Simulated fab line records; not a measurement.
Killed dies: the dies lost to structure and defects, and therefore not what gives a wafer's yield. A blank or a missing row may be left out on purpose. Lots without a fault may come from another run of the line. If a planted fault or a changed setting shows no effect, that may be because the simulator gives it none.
Lot-split experiment / flow n5Finfet / 7 lots, 21 wafers read, on a route of 1938 steps

THE SPLIT ITSELF
At N5_BEOL_M7_DESCUM_33 (chemistry O2, time 7 s), the setting timeS was moved away from the recipe's 7 s on 10 of the 21 wafers read, by -13.8% to +21.5%. All remaining wafers had this setting at the recipe value.

FROM THE SPLIT ON TO THE READING: in between, the file shows 1 step
- N5_BEOL_M7_ETCH_72: etches underlayer in N2/H2, target depth 6.5 nm, time 5.2 s

THE READING
CAR-EUV_of_BEOL_M7_COAT_22.thkNm (the simulator's own value, which no gauge read), in nm, at N5_BEOL_M7_ETCH_65 (etches SiARC in CF4, target depth 15.6 nm, time 26 s). No usual value for it is given in the file. Across the 11 wafers here that went through the recipe, the average is 11.1 nm and the standard deviation 0.1 nm.

wafer=L075.1; tool, chamber at the split=rieDiel-01, 2; timeS as run, s=7; against the recipe=recipe; CAR-EUV_of_BEOL_M7_COAT_22.thkNm, nm=11; against lot-mates on the recipe=-
wafer=L075.2; tool, chamber at the split=rieDiel-01, 1,2; timeS as run, s=7.528; against the recipe=+7.5%; CAR-EUV_of_BEOL_M7_COAT_22.thkNm, nm=10.8; against lot-mates on the recipe=-0.2
wafer=L075.4; tool, chamber at the split=rieDiel-01, 1,2; timeS as run, s=7.528; against the recipe=+7.5%; CAR-EUV_of_BEOL_M7_COAT_22.thkNm, nm=10.8; against lot-mates on the recipe=-0.2
wafer=L084.4; tool, chamber at the split=rieDiel-01, 2; timeS as run, s=7; against the recipe=recipe; CAR-EUV_of_BEOL_M7_COAT_22.thkNm, nm=11.2; against lot-mates on the recipe=-
wafer=L084.5; tool, chamber at the split=rieDiel-01, 3; timeS as run, s=6.036; against the recipe=-13.8%; CAR-EUV_of_BEOL_M7_COAT_22.thkNm, nm=11.6; against lot-mates on the recipe=+0.4
wafer=L084.6; tool, chamber at the split=rieDiel-01, 0; timeS as run, s=6.036; against the recipe=-13.8%; CAR-EUV_of_BEOL_M7_COAT_22.thkNm, nm=11.6; against lot-mates on the recipe=+0.4
wafer=L085.1; tool, chamber at the split=rieDiel-01, 1,3; timeS as run, s=8.204; against the recipe=+17.2%; CAR-EUV_of_BEOL_M7_COAT_22.thkNm, nm=10.4; against lot-mates on the recipe=-0.6
wafer=L085.4; tool, chamber at the split=rieDiel-01, 1,3; timeS as run, s=8.204; against the recipe=+17.2%; CAR-EUV_of_BEOL_M7_COAT_22.thkNm, nm=10.4; against lot-mates on the recipe=-0.6
wafer=L085.3; tool, chamber at the split=rieDiel-01, 0; timeS as run, s=7; against the recipe=recipe; CAR-EUV_of_BEOL_M7_COAT_22.thkNm, nm=11; against lot-mates on the recipe=-
wafer=L090.1; tool, chamber at the split=rieDiel-02, 1,3,0; timeS as run, s=6.297; against the recipe=-10.0%; CAR-EUV_of_BEOL_M7_COAT_22.thkNm, nm=11.6; against lot-mates on the recipe=no lot-mate on the recipe
wafer=L090.2; tool, chamber at the split=rieDiel-02, 1,3,0; timeS as run, s=6.297; against the recipe=-10.0%; CAR-EUV_of_BEOL_M7_COAT_22.thkNm, nm=11.4; against lot-mates on the recipe=no lot-mate on the recipe
wafer=L090.3; tool, chamber at the split=rieDiel-02, 1,3,0; timeS as run, s=6.297; against the recipe=-10.0%; CAR-EUV_of_BEOL_M7_COAT_22.thkNm, nm=11.4; against lot-mates on the recipe=no lot-mate on the recipe
wafer=L089.1; tool, chamber at the split=rieDiel-05, 2; timeS as run, s=7; against the recipe=recipe; CAR-EUV_of_BEOL_M7_COAT_22.thkNm, nm=11.2; against lot-mates on the recipe=-
wafer=L089.5; tool, chamber at the split=rieDiel-05, 2,0; timeS as run, s=7; against the recipe=recipe; CAR-EUV_of_BEOL_M7_COAT_22.thkNm, nm=11.2; against lot-mates on the recipe=-
wafer=L089.4; tool, chamber at the split=rieDiel-05, 2,0; timeS as run, s=7; against the recipe=recipe; CAR-EUV_of_BEOL_M7_COAT_22.thkNm, nm=11; against lot-mates on the recipe=-
wafer=L091.1; tool, chamber at the split=rieDiel-01, 1,0,2; timeS as run, s=7; against the recipe=recipe; CAR-EUV_of_BEOL_M7_COAT_22.thkNm, nm=11; against lot-mates on the recipe=-
wafer=L091.2; tool, chamber at the split=rieDiel-01, 1,0,2; timeS as run, s=7; against the recipe=recipe; CAR-EUV_of_BEOL_M7_COAT_22.thkNm, nm=11; against lot-mates on the recipe=-
wafer=L091.6; tool, chamber at the split=rieDiel-01, 1,0,2; timeS as run, s=7; against the recipe=recipe; CAR-EUV_of_BEOL_M7_COAT_22.thkNm, nm=11; against lot-mates on the recipe=-
wafer=L097.2; tool, chamber at the split=rieDiel-01, 3; timeS as run, s=8.504; against the recipe=+21.5%; CAR-EUV_of_BEOL_M7_COAT_22.thkNm, nm=10.4; against lot-mates on the recipe=-0.8
wafer=L097.3; tool, chamber at the split=rieDiel-01, 2,0; timeS as run, s=7; against the recipe=recipe; CAR-EUV_of_BEOL_M7_COAT_22.thkNm, nm=11.2; against lot-mates on the recipe=-
wafer=L097.4; tool, chamber at the split=rieDiel-01, 2,0; timeS as run, s=7; against the recipe=recipe; CAR-EUV_of_BEOL_M7_COAT_22.thkNm, nm=11.2; against lot-mates on the recipe=-
When a row names more than one chamber, that row covers several wafers, and the file does not tell which wafer ran in which chamber.

THE FIT
A straight line over all 21 wafers: CAR-EUV_of_BEOL_M7_COAT_22.thkNm changes by -0.037 nm for each +1% of timeS; r = -0.97; the points scatter about the line by 0.09 nm.
The same after taking each lot's own level away (the mean of its wafers on the recipe; 18 wafers): -0.0333 nm for each +1%; r = -0.99; scatter 0.054 nm.
Per that fit: largest timeS move, reading shift of 0.72 nm.
Measured against the standard deviation above, the lots' own levels, which go from 11.00 to 11.20 nm, span 2.0 times it.
So the lot-to-lot level changes the slope: the two fits differ.
Check: for one of the wafers moved furthest among these (+21.5%), held out of the fit, the line's prediction against its lot-mates is -0.69 nm. It came out at -0.8 nm against them.

FURTHER SPLITS ON THESE WAFERS
Before the reading, these wafers also passed through other splits. Each is held against what the fit with the lots' levels taken away leaves over:
other split on the same wafers=N5_BEOL_M6_ALD_77 coReactantPulseTimeS; wafers away from the commonest value=10; r with CAR-EUV_of_BEOL_M7_COAT_22.thkNm (lot level and that fit taken away)=+0.09
other split on the same wafers=N5_BEOL_M7_COAT_63 spinRpm; wafers away from the commonest value=8; r with CAR-EUV_of_BEOL_M7_COAT_22.thkNm (lot level and that fit taken away)=-0.10

THE WHOLE CHAIN: every reading that the file lists as answering this split, in the file's order
step=N5_BEOL_M7_DESCUM_33; what it does=chemistry O2, time 7 s; reading=CAR-EUV_of_BEOL_M7_COAT_22.thkNm (the simulator's own value, which no gauge read); change (the file's fit)=-0.0358 nm for each +1% of the setting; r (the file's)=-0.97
step=N5_BEOL_M7_ETCH_65; what it does=etches SiARC in CF4, target depth 15.6 nm, time 26 s; reading=CAR-EUV_of_BEOL_M7_COAT_22.thkNm (the simulator's own value, which no gauge read); change (the file's fit)=-0.0344 nm for each +1% of the setting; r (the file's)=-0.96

THE FILE'S OWN FIT
CAR-EUV_of_BEOL_M7_COAT_22.thkNm changes by -0.0344 nm for each +1% of timeS, r = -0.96.
